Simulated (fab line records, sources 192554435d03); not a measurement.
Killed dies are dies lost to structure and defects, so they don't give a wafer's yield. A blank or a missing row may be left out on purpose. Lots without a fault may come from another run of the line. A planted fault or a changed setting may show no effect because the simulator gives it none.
fab line records | flow n5_finfet
record lots=24 wafers=72 last_day=18
route steps=1938 shown BEOL_M6@1211
lots that met no fault: from a run of the same line without faults
start_h: hours from the record's first day to the start of the lot's first wafer shown | wait_h: hours since the lot's step before | " the same as in the row above | L1.1+2: a row that stands for several wafers | - no value, or no start given | * or withheld: withheld | < > ~ a bound
route shown NAME@n: a module of which the file shows steps, and the number in the route of the first | usual: mean/standard deviation of fault-free wafers | same: alike in all rows | chamber/n: place in a boat | sites: the reading at each site | _std_site: their standard deviation | _edge_site: outer sites' mean less inner sites' | radius_mm: how far each site lies from the wafer's centre | mask NAME#n: copy n | behind: the tool/chamber that last shaped the wafer | hold: why the lot was held/for how many hours/how that ended | device: the transistor (n, p or np) that didn't switch | end of line: the same wafers' tests at the end of the route | a step without rows: its recipe alone | killed: dies lost to structure and defects at the first sort, not the wafer's yield | map: a wafer's dies, x killed, . not, _ none there
set.NAME: the setting as run; set.NAME@STEP: as run at that earlier step | model.NAME: the simulator's own value behind a step, which no gauge read
steps of the route over a sample of lots; a table a step, a row a wafer
services: from which hour (start_h, from the record's first day; less than 0 if before it) a tool's chamber was out of use, for how many hours, and why
## steps
# step N5_BEOL_M6_ETCH_61
# recipe chemistry=CF4 target=SiARC target_depth_a=455 mask_material=CAR-ArF time_s=75.8 ion_energy_ev=80 pressure_mtorr=40 source_w=545 bias_w=36 Ar_flow_sccm=100 cf4_flow_sccm=100 ends=cleared
# usual drypump_motor_current_A=5.4/0.38 etch_rf_on_time_s=76/3.1 oes_product_au=0.69/0.059 rf_vpp_V=184.5/1.2 showerhead_plenum_p_Torr=2.17/0.063 throttle_valve_pct=15.58/0.26
# columns lot.wafer tool chamber start_h wait_h drypump_motor_current_A etch_rf_on_time_s oes_product_au rf_hours_counter_h rf_vpp_V showerhead_plenum_p_Torr throttle_valve_pct
L074.1 rie_diel-01 1 174.09 0.0 5.7 78 0.74 25 185.9 2.27 15.76
L074.2 " 2 " " 5.2 81 0.67 83 183.7 2.16 15.25
L074.3 " 3 " " 5.7 78 0.65 115 183.4 2.17 15.97
L075.1 rie_diel-01 3 181.82 0.0 5.7 77 0.65 118 183.0 2.17 15.98
L075.4 " 1 " " 5.7 77 0.74 28 186.7 2.27 15.75
L075.6 " 3 " " 5.7 78 0.65 - 184.8 2.17 16.01
L077.4 rie_diel-02 3 197.49 0.0 5.2 71 0.67 135 183.3 2.15 15.74
L077.5 " 3 " " 5.2 71 0.67 - 183.6 2.15 15.73
L077.6 " 2 " " 6.3 77 0.71 - 186.9 2.26 15.51
L076.3 rie_diel-01 2 200.43 0.0 5.2 81 0.66 93 183.2 2.15 15.25
L076.4 " 3 " " 5.7 78 0.64 - 184.2 2.17 16.00
L076.5 " 1 " " 5.7 77 0.74 - 185.5 2.27 15.77
L079.1 rie_diel-05 3 205.14 0.0 5.1 76 0.71 90 185.3 2.16 15.69
L079.2 " 0 " " 5.4 71 0.76 62 183.3 2.09 15.63
L079.3 " 1 " " 5.6 76 0.64 146 186.0 2.22 15.24
L078.2 rie_diel-05 0 212.93 0.0 5.4 72 0.75 66 183.1 2.09 15.62
L078.4 " 2 " " 5.2 77 0.84 1 185.5 2.18 15.14
L078.5 " 3 " " 5.1 77 0.69 - 185.1 2.16 15.68
L080.2 rie_diel-05 0 227.51 0.0 5.4 71 0.75 71 183.8 2.08 15.64
L080.4 " 0 " " 5.4 71 0.75 - 183.9 2.08 15.66
L080.5 " 1 " " 5.6 75 0.65 - 185.7 2.22 15.26
L081.2 rie_diel-02 3 229.70 0.0 5.2 72 0.66 145 182.9 2.15 15.76
L081.3 " 1 " " 5.0 82 0.66 113 186.2 2.25 15.59
L081.5 " 1 " " 5.0 82 0.65 - 185.5 2.25 15.59
L083.1 rie_diel-02 3 230.39 0.0 5.2 72 0.66 145 184.7 2.15 15.76
L083.3 " 1 " " 4.9 81 0.64 113 186.0 2.25 15.58
L083.4 " 0 " " 4.9 75 0.64 166 183.1 2.13 15.53
L082.1 rie_diel-05 0 234.92 0.0 5.4 71 0.74 75 183.7 2.08 15.66
L082.4 " 2 " " 5.2 77 0.80 7 185.7 2.18 15.15
L082.6 " 0 " " 5.4 71 0.75 - 183.0 2.08 15.67
L084.1 rie_diel-01 0 246.17 0.0 6.0 74 0.81 13 185.2 2.25 15.31
L084.4 " 3 " " 5.7 78 0.63 145 185.8 2.16 16.04
L084.6 " 1 " " 5.7 79 0.70 - 184.8 2.26 15.80
L085.1 rie_diel-05 3 253.65 0.0 5.1 75 0.70 109 183.6 2.16 15.72
L085.2 " 2 " " 5.1 76 0.79 13 185.3 2.18 15.16
L085.3 " 0 " " 5.4 70 0.74 82 183.7 2.08 15.67
L086.3 rie_diel-05 3 259.74 0.0 5.1 75 0.69 112 185.9 2.15 15.72
L086.4 " 2 " " 5.1 76 0.79 15 185.1 2.18 15.15
L086.6 " 2 " " 5.1 76 0.79 - 184.7 2.18 15.17
L087.2 rie_diel-01 1 271.80 0.0 5.7 79 0.69 64 185.6 2.26 15.83
L087.3 " 0 " " 6.0 74 0.81 17 185.4 2.25 15.31
L087.4 " 3 " " 5.7 78 0.63 156 182.3 2.16 16.06
L089.2 rie_diel-02 1 274.55 0.0 5.0 83 0.64 130 185.7 2.25 15.62
L089.4 " 0 " " 4.9 76 0.63 183 183.9 2.12 15.57
L089.5 " 1 " " 5.0 83 0.63 - 185.3 2.24 15.62
L088.3 rie_diel-05 1 280.04 0.0 5.6 74 0.64 173 184.4 2.21 15.29
L088.4 " 3 " " 5.1 75 0.68 116 184.5 2.15 15.72
L088.5 " 0 " " 5.4 70 0.74 - 183.4 2.08 15.70
L090.1 rie_diel-05 2 292.62 0.0 5.2 75 0.77 26 185.3 2.17 15.19
L090.2 " 3 " " 5.1 76 0.68 120 183.6 2.15 15.75
L090.3 " 0 " " 5.4 71 0.73 96 182.5 2.08 15.71
L091.1 rie_diel-01 3 301.92 0.0 5.7 77 0.62 166 183.0 2.15 16.09
L091.5 " 1 " " 5.7 78 0.69 - 186.7 2.25 15.84
L091.6 " 2 " " 5.2 81 0.63 - 185.0 2.14 15.34
L094.2 rie_diel-05 1 305.52 0.0 5.6 75 0.63 181 185.7 2.21 15.31
L094.3 " 2 " " 5.2 77 0.76 29 185.2 2.17 15.20
L094.5 " 2 " " 5.2 77 0.77 - 183.4 2.17 15.19
L093.2 rie_diel-05 2 308.94 0.0 5.1 76 0.76 30 183.8 2.17 15.20
L093.4 " 0 " " 5.4 71 0.72 99 183.3 2.07 15.71
L093.6 " 3 " " 5.1 76 0.67 - 183.6 2.15 15.76
L095.1 rie_diel-01 2 315.79 0.0 5.2 81 0.62 138 183.5 2.14 15.33
L095.4 " 0 " " 6.0 74 0.78 32 186.5 2.24 15.35
L095.6 " 0 " " 6.0 74 0.77 - 184.3 2.24 15.32
L092.1 rie_diel-01 1 322.99 0.0 5.7 79 0.67 78 185.5 2.25 15.86
L092.3 " 0 " " 6.0 74 0.78 35 186.5 2.24 15.34
L092.4 " 3 " " 5.7 78 0.61 174 183.2 2.15 16.10
L096.1 rie_diel-01 1 330.01 0.0 5.7 80 0.67 80 184.7 2.25 15.86
L096.4 " 2 " " 5.2 82 0.62 143 185.5 2.14 15.35
L096.6 " 3 " " 5.7 78 0.61 - 182.6 2.15 16.10
L097.2 rie_diel-05 3 345.58 0.0 5.1 76 0.67 137 183.3 2.15 15.77
L097.5 " 0 " " 5.4 70 0.72 - 183.3 2.07 15.75
L097.6 " 3 " " 5.1 77 0.67 - 184.3 2.15 15.78
# step N5_BEOL_M6_INSPECT_30
# recipe mode=adi inspect_instrument=brightfield
# usual raw_defect_count=410/100
# columns lot.wafer tool chamber start_h wait_h raw_defect_count
L074.1 defect_inspect-02 - 176.22 0.1 521
L074.2 " - " " 496
L074.3 " - " " 656
L075.1 defect_inspect-02 - 185.46 0.1 350
L075.4 " - " " 323
L075.6 " - " " 358
L077.4 defect_inspect-01 - 198.36 0.0 376
L077.5 " - " " 280
L077.6 " - " " 283
L076.3 defect_inspect-02 - 202.30 0.0 502
L076.4 " - " " 352
L076.5 " - " " 256
L079.1 defect_inspect-01 - 206.39 0.1 333
L079.2 " - " " 334
L079.3 " - " " 370
L078.2 defect_inspect-02 - 214.88 0.0 314
L078.4 " - " " 332
L078.5 " - " " 422
L080.2 defect_inspect-02 - 228.33 0.0 434
L080.4 " - " " 474
L080.5 " - " " 392
L083.1 defect_inspect-02 - 231.88 0.1 480
L083.3 " - " " 441
L083.4 " - " " 472
L081.2 defect_inspect-01 - 232.05 0.0 402
L081.3 " - " " 376
L081.5 " - " " 347
L082.1 defect_inspect-02 - 235.87 0.1 249
L082.4 " - " " 344
L082.6 " - " " 325
L084.1 defect_inspect-02 - 247.21 0.1 417
L084.4 " - " " 377
L084.6 " - " " 491
L085.1 defect_inspect-02 - 254.54 0.1 287
L085.2 " - " " 481
L085.3 " - " " 450
L086.3 defect_inspect-01 - 263.33 0.0 504
L086.4 " - " " 309
L086.6 " - " " 373
L087.2 defect_inspect-01 - 274.26 0.0 298
L087.3 " - " " 404
L087.4 " - " " 425
L089.2 defect_inspect-02 - 276.61 0.0 458
L089.4 " - " " 420
L089.5 " - " " 626
L088.3 defect_inspect-01 - 281.56 0.0 395
L088.4 " - " " 429
L088.5 " - " " 471
L090.1 defect_inspect-01 - 294.19 0.1 294
L090.2 " - " " 307
L090.3 " - " " 495
L091.1 defect_inspect-01 - 305.42 0.1 540
L091.5 " - " " 569
L091.6 " - " " 587
L093.2 defect_inspect-02 - 310.98 0.0 341
L093.4 " - " " 313
L093.6 " - " " 277
L094.2 defect_inspect-02 - 311.12 0.0 310
L094.3 " - " " 425
L094.5 " - " " 286
L095.1 defect_inspect-01 - 317.47 0.1 504
L095.4 " - " " 630
L095.6 " - " " 460
L092.1 defect_inspect-01 - 325.52 0.1 400
L092.3 " - " " 402
L092.4 " - " " 312
L096.1 defect_inspect-01 - 331.46 0.1 320
L096.4 " - " " 407
L096.6 " - " " 319
L097.2 defect_inspect-02 - 347.65 0.0 435
L097.5 " - " " 396
L097.6 " - " " 466
# step N5_BEOL_M6_STRIP_36
# recipe chemistry=N2/H2 power_w=450 temp_c=40 pressure_mtorr=20 rf_frequency_hz=6e+07 overash_fraction=0.3 bias_power_w=7 h2_frac=0.5 n2_flow_sccm=200 h2_flow_sccm=200
# usual drypump_motor_current_A=5.4/0.47 oes_product_au=0.79/0.063 rf_vpp_V=59.3/1.4 showerhead_plenum_p_Torr=2.60/0.073 throttle_valve_pct=23.8/0.35
# columns lot.wafer tool chamber start_h wait_h drypump_motor_current_A oes_product_au rf_hours_counter_h rf_vpp_V showerhead_plenum_p_Torr throttle_valve_pct
L074.1 rie_diel-01 2 176.49 0.0 5.2 0.81 83 59.6 2.58 23.4
L074.2 " 1 " " 5.7 0.88 26 59.2 2.71 24.1
L074.3 " 0 " " 6.0 0.70 244 60.4 2.40 24.1
L075.1 rie_diel-02 2 185.88 0.0 6.4 0.85 56 59.1 2.65 23.2
L075.4 " 1 " " 5.0 0.79 - 60.2 2.69 23.8
L075.6 " 2 " " 6.4 0.84 - 60.5 2.65 23.2
L077.4 rie_diel-02 3 198.81 0.0 5.2 0.75 136 58.4 2.56 23.8
L077.5 " 2 " " 6.3 0.84 - 59.4 2.65 23.2
L077.6 " 1 " " 5.0 0.80 - 58.5 2.68 23.8
L076.3 rie_diel-05 3 202.57 0.0 5.1 0.83 90 57.8 2.59 24.2
L076.4 " 0 " " 5.4 0.86 - 58.2 2.45 23.9
L076.5 " 3 " " 5.1 0.83 - 60.1 2.59 24.3
L079.1 rie_diel-01 2 207.03 0.0 5.2 0.80 96 55.3 2.57 23.4
L079.2 " 1 " " 5.7 0.88 38 59.7 2.71 24.2
L079.3 " 3 " " 5.7 0.77 129 59.2 2.54 24.1
L078.2 rie_diel-02 1 215.17 0.0 5.0 0.78 109 59.0 2.68 23.8
L078.4 " 3 " " 5.2 0.73 140 58.6 2.56 23.7
L078.5 " 0 " " 4.8 0.76 - 61.6 2.55 23.9
L080.2 rie_diel-01 0 228.60 0.0 6.1 0.99 6 58.3 2.72 23.5
L080.4 " 2 " " 5.2 0.79 105 60.9 2.57 23.4
L080.5 " 0 " " 6.0 0.98 - 60.4 2.72 23.5
L083.1 rie_diel-02 0 232.40 0.0 4.9 0.77 167 55.9 2.55 23.9
L083.3 " 2 " " 6.3 0.85 70 60.1 2.65 23.2
L083.4 " 3 " " 5.2 0.74 146 60.8 2.56 23.7
L081.2 rie_diel-05 0 232.42 0.0 5.4 0.85 74 58.8 2.45 23.9
L081.3 " 2 " " 5.2 0.96 6 59.6 2.62 23.6
L081.5 " 1 " " 5.6 0.74 - 57.6 2.61 22.8
L082.1 rie_diel-01 2 236.14 0.0 5.2 0.78 108 59.5 2.57 23.4
L082.4 " 1 " " 5.7 0.85 49 58.5 2.70 24.2
L082.6 " 0 " " 6.0 0.98 - 58.1 2.71 23.5
L084.1 rie_diel-02 0 247.49 0.0 4.9 0.75 174 59.9 2.54 23.9
L084.4 " 3 " " 5.2 0.73 152 58.8 2.55 23.8
L084.6 " 1 " " 5.0 0.75 - 59.7 2.68 23.9
L085.1 rie_diel-01 3 254.81 0.0 5.7 0.75 149 59.0 2.53 24.1
L085.2 " 1 " " 5.7 0.82 57 58.7 2.70 24.2
L085.3 " 2 " " 5.2 0.78 115 58.6 2.56 23.4
L086.3 rie_diel-01 3 263.95 0.0 5.8 0.75 153 61.1 2.53 24.1
L086.4 " 1 " " 5.7 0.82 61 59.9 2.70 24.2
L086.6 " 2 " " 5.2 0.77 - 58.2 2.56 23.5
L087.2 rie_diel-01 3 274.60 0.0 5.7 0.74 157 58.4 2.53 24.2
L087.3 " 2 " " 5.2 0.78 123 58.7 2.56 23.5
L087.4 " 1 " " 5.7 0.81 65 60.2 2.70 24.2
L089.2 rie_diel-01 1 276.87 0.0 5.7 0.82 65 60.3 2.70 24.2
L089.4 " 0 " " 6.0 0.92 18 59.0 2.71 23.5
L089.5 " 2 " " 5.2 0.78 - 59.5 2.56 23.4
L088.3 rie_diel-02 3 282.09 0.0 5.2 0.72 164 59.6 2.55 23.8
L088.4 " 0 " " 4.9 0.75 186 58.2 2.54 23.9
L088.5 " 1 " " 5.0 0.77 - 61.0 2.67 23.9
L090.1 rie_diel-02 0 294.45 0.0 4.9 0.74 191 58.9 2.54 23.9
L090.2 " 3 " " 5.2 0.72 168 61.9 2.55 23.8
L090.3 " 1 " " 4.9 0.75 137 58.7 2.67 23.9
L091.1 rie_diel-02 2 305.68 0.0 6.4 0.79 94 60.5 2.64 23.3
L091.5 " 3 " " 5.2 0.71 - 58.3 2.55 23.8
L091.6 " 0 " " 4.9 0.75 - 56.4 2.54 23.9
L093.2 rie_diel-05 2 311.25 0.0 5.2 0.91 31 59.7 2.61 23.6
L093.4 " 0 " " 5.4 0.82 100 59.9 2.44 24.0
L093.6 " 3 " " 5.1 0.79 - 60.7 2.58 24.3
L094.2 rie_diel-01 0 311.50 0.0 6.0 0.91 30 59.1 2.71 23.6
L094.3 " 3 " " 5.7 0.74 170 58.1 2.53 24.1
L094.5 " 2 " " 5.2 0.76 - 57.0 2.55 23.5
L095.1 rie_diel-01 3 317.74 0.0 5.7 0.74 172 56.7 2.53 24.2
L095.4 " 2 " " 5.2 0.76 139 60.3 2.55 23.5
L095.6 " 1 " " 5.7 0.81 - 59.9 2.69 24.2
L092.1 rie_diel-02 1 325.97 0.0 5.0 0.74 148 60.2 2.67 23.9
L092.3 " 0 " " 4.9 0.73 202 60.9 2.53 23.9
L092.4 " 2 " " 6.4 0.80 100 54.7 2.63 23.2
L096.1 rie_diel-02 0 331.73 0.0 4.9 0.73 203 58.8 2.53 23.9
L096.4 " 3 " " 5.3 0.71 181 56.7 2.54 23.8
L096.6 " 3 " " 5.2 0.72 - 59.4 2.54 23.8
L097.2 rie_diel-02 1 348.25 0.0 5.0 0.71 156 60.3 2.66 23.9
L097.5 " 1 " " 5.0 0.74 - 58.8 2.66 23.9
L097.6 " 2 " " 6.4 0.79 - 59.6 2.63 23.3
# step N5_BEOL_M6_STRIP_80
# recipe chemistry=N2/H2 time_s=10 power_w=450 temp_c=40 pressure_mtorr=20 rf_frequency_hz=6e+07 bias_power_w=7 n2_flow_sccm=200 h2_flow_sccm=200
# usual drypump_motor_current_A=5.4/0.47 oes_product_au=0.79/0.062 rf_vpp_V=59.3/0.93 showerhead_plenum_p_Torr=2.60/0.073 throttle_valve_pct=23.8/0.35
# columns lot.wafer tool chamber start_h wait_h drypump_motor_current_A oes_product_au rf_hours_counter_h rf_vpp_V showerhead_plenum_p_Torr throttle_valve_pct
L074.1 rie_diel-01 2 - - 5.2 0.82 83 59.3 2.58 23.4
L074.2 " 1 " " 5.7 0.89 26 59.0 2.71 24.1
L074.3 " 0 " " 6.1 0.70 244 58.3 2.40 24.1
L075.1 rie_diel-02 2 - - 6.3 0.85 57 61.9 2.65 23.2
L075.4 " 1 " " 5.0 0.79 - 58.7 2.69 23.8
L075.6 " 2 " " 6.4 0.85 - 60.7 2.65 23.2
L077.4 rie_diel-02 3 - - 5.2 0.75 136 59.1 2.56 23.7
L077.5 " 2 " " 6.4 0.84 - 59.1 2.65 23.2
L077.6 " 1 " " 4.9 0.78 - 59.6 2.68 23.8
L076.3 rie_diel-05 3 - - 5.1 0.83 90 58.4 2.59 24.2
L076.4 " 0 " " 5.4 0.86 - 58.3 2.45 23.9
L076.5 " 3 " " 5.1 0.84 - 58.7 2.59 24.2
L079.1 rie_diel-01 2 - - 5.2 0.79 96 57.7 2.57 23.4
L079.2 " 1 " " 5.7 0.87 38 58.9 2.71 24.1
L079.3 " 3 " " 5.7 0.76 129 60.7 2.54 24.1
L078.2 rie_diel-02 1 - - 5.0 0.78 109 60.5 2.68 23.8
L078.4 " 3 " " 5.2 0.74 140 59.7 2.56 23.8
L078.5 " 0 " " 4.9 0.77 - 60.6 2.55 23.9
L080.2 rie_diel-01 0 - - 6.1 0.98 6 59.3 2.72 23.5
L080.4 " 2 " " 5.2 0.78 105 59.6 2.57 23.4
L080.5 " 0 " " 6.1 0.98 - 59.7 2.72 23.5
L083.1 rie_diel-02 0 - - 4.9 0.76 167 59.3 2.55 23.9
L083.3 " 2 " " 6.3 0.83 70 58.1 2.65 23.2
L083.4 " 3 " " 5.2 0.74 146 58.4 2.56 23.8
L081.2 rie_diel-05 0 - - 5.4 0.85 74 59.1 2.45 23.9
L081.3 " 2 " " 5.2 0.96 6 58.6 2.62 23.6
L081.5 " 1 " " 5.6 0.75 - 59.6 2.61 22.8
L082.1 rie_diel-01 2 - - 5.2 0.79 108 58.8 2.57 23.4
L082.4 " 1 " " 5.7 0.83 49 60.8 2.70 24.2
L082.6 " 0 " " 6.0 0.96 - 59.2 2.71 23.5
L084.1 rie_diel-02 0 - - 4.8 0.75 174 59.4 2.54 23.9
L084.4 " 3 " " 5.2 0.73 152 59.6 2.55 23.8
L084.6 " 1 " " 5.0 0.77 - 60.7 2.68 23.8
L085.1 rie_diel-01 3 - - 5.7 0.75 149 59.4 2.54 24.1
L085.2 " 1 " " 5.7 0.84 57 59.5 2.70 24.2
L085.3 " 2 " " 5.2 0.79 115 58.3 2.56 23.4
L086.3 rie_diel-01 3 - - 5.7 0.74 153 59.5 2.53 24.1
L086.4 " 1 " " 5.7 0.82 61 59.5 2.70 24.2
L086.6 " 2 " " 5.2 0.77 - 59.6 2.56 23.4
L087.2 rie_diel-01 3 - - 5.7 0.74 157 58.1 2.53 24.1
L087.3 " 2 " " 5.2 0.78 123 60.1 2.56 23.5
L087.4 " 1 " " 5.7 0.81 65 60.5 2.70 24.2
L089.2 rie_diel-01 1 - - 5.7 0.82 65 60.5 2.70 24.2
L089.4 " 0 " " 6.1 0.93 18 59.3 2.71 23.5
L089.5 " 2 " " 5.2 0.78 - 58.1 2.56 23.5
L088.3 rie_diel-02 3 - - 5.2 0.72 164 58.1 2.55 23.8
L088.4 " 0 " " 4.9 0.74 186 60.2 2.54 23.9
L088.5 " 1 " " 5.0 0.76 - 58.8 2.67 23.8
L090.1 rie_diel-02 0 - - 4.9 0.75 191 60.1 2.54 23.9
L090.2 " 3 " " 5.2 0.72 169 57.1 2.55 23.8
L090.3 " 1 " " 5.0 0.76 138 60.0 2.67 23.9
L091.1 rie_diel-02 2 - - 6.4 0.81 94 59.6 2.64 23.2
L091.5 " 3 " " 5.2 0.72 - 58.8 2.55 23.8
L091.6 " 0 " " 4.9 0.74 - 60.3 2.54 23.9
L093.2 rie_diel-05 2 - - 5.2 0.92 31 59.6 2.61 23.6
L093.4 " 0 " " 5.4 0.83 100 57.6 2.44 24.0
L093.6 " 3 " " 5.1 0.80 - 59.6 2.58 24.3
L094.2 rie_diel-01 0 - - 6.0 0.91 30 59.7 2.71 23.6
L094.3 " 3 " " 5.7 0.74 170 57.5 2.53 24.1
L094.5 " 2 " " 5.2 0.75 - 57.4 2.55 23.5
L095.1 rie_diel-01 3 - - 5.7 0.72 172 59.7 2.53 24.1
L095.4 " 2 " " 5.2 0.76 139 59.6 2.55 23.5
L095.6 " 1 " " 5.7 0.80 - 59.1 2.69 24.2
L092.1 rie_diel-02 1 - - 5.0 0.74 148 56.6 2.67 23.9
L092.3 " 0 " " 4.9 0.74 202 57.5 2.53 23.9
L092.4 " 2 " " 6.4 0.79 101 58.7 2.63 23.3
L096.1 rie_diel-02 0 - - 4.9 0.73 203 58.8 2.53 23.9
L096.4 " 3 " " 5.2 0.71 181 59.5 2.54 23.8
L096.6 " 3 " " 5.2 0.71 - 58.9 2.54 23.8
L097.2 rie_diel-02 1 - - 5.0 0.73 156 58.2 2.66 23.9
L097.5 " 1 " " 5.0 0.74 - 60.4 2.66 23.9
L097.6 " 2 " " 6.3 0.79 - 59.9 2.63 23.3
# step N5_BEOL_M6_ALD_77
# recipe material=TaN target_thk_a=20 temp_c=275 ald_precursor_family=PDMAT ald_co_reactant=NH3 pressure_torr=3 carrier_flow_sccm=1500 pulse_time_s=2 purge_time_s=3 co_reactant_purge_time_s=2 co_reactant_pulse_time_s=3 ald_cycles=40 precursor_vessel_temp_c=75 precursor_vessel_pressure_torr=26.25 precursor_vessel_carrier_sccm=1000
# usual heater_power_w=414/68 precursor_vessel_temp_c=75.01/0.12
# same co_reactant_purge_time_s=2
# columns lot.wafer tool chamber start_h wait_h heater_power_w precursor_vessel_temp_c
L074.1 ald_metal-03 0 177.66 0.2 348 75.13
L074.2 " 2 " " 458 75.02
L074.3 " 1 " " 508 75.09
L075.1 ald_metal-02 0 186.71 0.0 473 74.99
L075.4 " 2 " " 465 75.05
L075.6 " 3 " " 327 75.30
L077.4 ald_metal-03 3 199.72 0.0 378 74.88
L077.5 " 2 " " 448 75.06
L077.6 " 3 " " 377 74.94
L076.3 ald_metal-01 0 204.14 0.1 409 75.15
L076.4 " 2 " " 494 74.87
L076.5 " 3 " " 400 75.02
L079.1 ald_metal-03 2 208.00 0.1 450 75.08
L079.2 " 3 " " 385 75.11
L079.3 " 1 " " 500 74.88
L078.2 ald_metal-01 0 216.55 0.0 400 75.30
L078.4 " 3 " " 403 75.01
L078.5 " 0 " " 402 74.99
L080.2 ald_metal-01 1 230.04 0.1 456 75.01
L080.4 " 2 " " 489 74.96
L080.5 " 2 " " 485 74.95
L083.1 ald_metal-01 1 233.44 0.0 453 74.93
L083.3 " 3 " " 397 74.93
L083.4 " 2 " " 478 75.08
L081.2 ald_metal-02 1 233.56 0.0 303 74.87
L081.3 " 2 " " 481 74.96
L081.5 " 2 " " 473 75.08
L082.1 ald_metal-02 1 237.07 0.1 302 75.05
L082.4 " 3 " " 321 75.00
L082.6 " 1 " " 304 75.01
L084.1 ald_metal-02 2 249.65 0.0 488 75.06
L084.4 " 1 " " 311 75.29
L084.6 " 1 " " 307 75.23
L085.1 ald_metal-01 2 256.09 0.1 487 74.99
L085.2 " 0 " " 394 74.97
L085.3 " 1 " " 454 75.08
L086.3 ald_metal-02 1 264.92 0.0 304 75.07
L086.4 " 0 " " 458 75.04
L086.6 " 1 " " 295 74.96
L087.2 ald_metal-01 3 276.98 0.1 392 75.08
L087.3 " 0 " " 403 75.13
L087.4 " 2 " " 485 74.74
L089.2 ald_metal-03 2 278.01 0.0 454 75.07
L089.4 " 3 " " 374 74.98
L089.5 " 2 " " 452 74.93
L088.3 ald_metal-02 1 283.28 0.1 309 75.13
L088.4 " 2 " " 484 74.89
L088.5 " 3 " " 321 75.09
L090.1 ald_metal-02 3 295.44 0.0 317 74.98
L090.2 " 2 " " 479 74.95
L090.3 " 1 " " 308 75.06
L091.1 ald_metal-02 0 306.49 0.0 474 75.14
L091.5 " 2 " " 480 75.02
L091.6 " 3 " " 323 75.06
L093.2 ald_metal-03 2 312.65 0.0 459 74.84
L093.4 " 3 " " 370 75.05
L093.6 " 0 " " 343 75.11
L094.2 ald_metal-02 3 312.81 0.0 318 74.97
L094.3 " 1 " " 298 75.07
L094.5 " 3 " " 314 75.13
L095.1 ald_metal-01 0 320.48 0.0 410 74.97
L095.4 " 0 " " 409 74.98
L095.6 " 1 " " 468 74.95
L092.1 ald_metal-01 0 328.43 0.1 397 75.09
L092.3 " 1 " " 465 75.01
L092.4 " 2 " " 483 74.94
L096.1 ald_metal-03 0 332.69 0.0 345 75.02
L096.4 " 3 " " 385 74.80
L096.6 " 2 " " 460 74.96
L097.2 ald_metal-03 2 349.25 0.2 450 74.71
L097.5 " 0 " " 338 75.12
L097.6 " 1 " " 507 74.91
# step N5_BEOL_M6_ANNEAL_51
# recipe temp_c=225 time_s=90 ambient=N2
# usual wafer_temp_C_max=226.3/0.59
# columns lot.wafer tool chamber start_h wait_h wafer_temp_C_max
L074.1 rtp_anneal-01 0 178.96 0.4 226.0
L074.2 " 0 " " 225.8
L074.3 " 0 " " 226.3
L075.1 rtp_anneal-01 0 187.46 0.1 225.8
L075.4 " 0 " " 226.2
L075.6 " 0 " " 226.0
L077.4 rtp_anneal-02 0 200.77 0.2 226.8
L077.5 " 0 " " 226.5
L077.6 " 0 " " 226.4
L076.3 rtp_anneal-02 0 205.04 0.1 227.2
L076.4 " 0 " " 226.4
L076.5 " 0 " " 226.5
L079.1 rtp_anneal-01 0 208.89 0.1 225.7
L079.2 " 0 " " 225.6
L079.3 " 0 " " 225.4
L078.2 rtp_anneal-02 0 217.66 0.4 226.5
L078.4 " 0 " " 226.7
L078.5 " 0 " " 226.4
L080.2 rtp_anneal-02 0 231.05 0.1 226.7
L080.4 " 0 " " 227.3
L080.5 " 0 " " 227.1
L083.1 rtp_anneal-01 0 234.53 0.5 225.8
L083.3 " 0 " " 225.9
L083.4 " 0 " " 225.4
L081.2 rtp_anneal-01 0 235.03 0.7 225.9
L081.3 " 0 " " 226.2
L081.5 " 0 " " 226.2
L082.1 rtp_anneal-01 0 238.62 0.6 225.8
L082.4 " 0 " " 225.8
L082.6 " 0 " " 225.5
L084.1 rtp_anneal-01 0 250.54 0.2 225.7
L084.4 " 0 " " 225.9
L084.6 " 0 " " 225.9
L085.1 rtp_anneal-02 0 257.77 0.5 226.6
L085.2 " 0 " " 227.0
L085.3 " 0 " " 226.9
L086.3 rtp_anneal-02 0 266.05 0.4 226.6
L086.4 " 0 " " 226.9
L086.6 " 0 " " 227.0
L087.2 rtp_anneal-02 0 277.97 0.2 227.3
L087.3 " 0 " " 226.9
L087.4 " 0 " " 226.8
L089.2 rtp_anneal-01 0 278.96 0.1 225.7
L089.4 " 0 " " 225.5
L089.5 " 0 " " 225.8
L088.3 rtp_anneal-02 0 284.58 0.4 227.2
L088.4 " 0 " " 226.7
L088.5 " 0 " " 227.0
L090.1 rtp_anneal-01 0 296.23 0.1 225.8
L090.2 " 0 " " 225.3
L090.3 " 0 " " 226.0
L091.1 rtp_anneal-01 0 307.42 0.3 226.0
L091.5 " 0 " " 225.8
L091.6 " 0 " " 225.9
L093.2 rtp_anneal-02 0 313.50 0.1 226.4
L093.4 " 0 " " 227.2
L093.6 " 0 " " 227.5
L094.2 rtp_anneal-02 0 315.20 0.1 227.2
L094.3 " 0 " " 226.9
L094.5 " 0 " " 227.7
L095.1 rtp_anneal-02 0 321.32 0.1 226.0
L095.4 " 0 " " 226.5
L095.6 " 0 " " 226.8
L092.1 rtp_anneal-01 0 329.31 0.1 226.0
L092.3 " 0 " " 225.8
L092.4 " 0 " " 225.9
L096.1 rtp_anneal-01 0 333.52 0.1 225.6
L096.4 " 0 " " 225.5
L096.6 " 0 " " 225.3
L097.2 rtp_anneal-02 0 351.56 0.3 226.4
L097.5 " 0 " " 227.1
L097.6 " 0 " " 226.5
## services
# columns tool chamber start_h hours kind
rie_diel-02 - 154.74 14.6 pm
rie_diel-05 2 159.38 5.2 repair
rie_diel-02 1 170.92 3.2 repair
rie_diel-05 2 185.33 - clean
rie_diel-01 0 194.65 - clean
rie_diel-01 0 194.65 - consumable_replace:focus_ring
rie_diel-01 0 194.65 - consumable_replace:showerhead
rie_diel-01 0 194.65 18.3 scheduled_down
rie_diel-01 0 194.65 18.3 vent_cycle
rie_diel-02 - 201.05 2.8 pm
ald_metal-01 - 201.96 1.6 repair
ald_metal-02 - 218.63 1.0 repair
rie_diel-05 3 264.39 4.8 repair
rie_diel-05 - 272.79 2.8 pm
ald_metal-03 - 279.97 14.6 pm
rie_diel-01 1 293.56 7.0 repair
ald_metal-03 - 300.56 8.7 pm
rie_diel-05 0 301.41 5.1 repair
ald_metal-01 3 304.24 30.4 repair
ald_metal-01 - 307.80 0.6 repair
ald_metal-02 0 310.04 68.7 repair
ald_metal-03 1 320.91 25.8 repair
rie_diel-02 2 322.94 2.0 repair
ald_metal-01 - 337.25 14.0 pm
## key
fault none
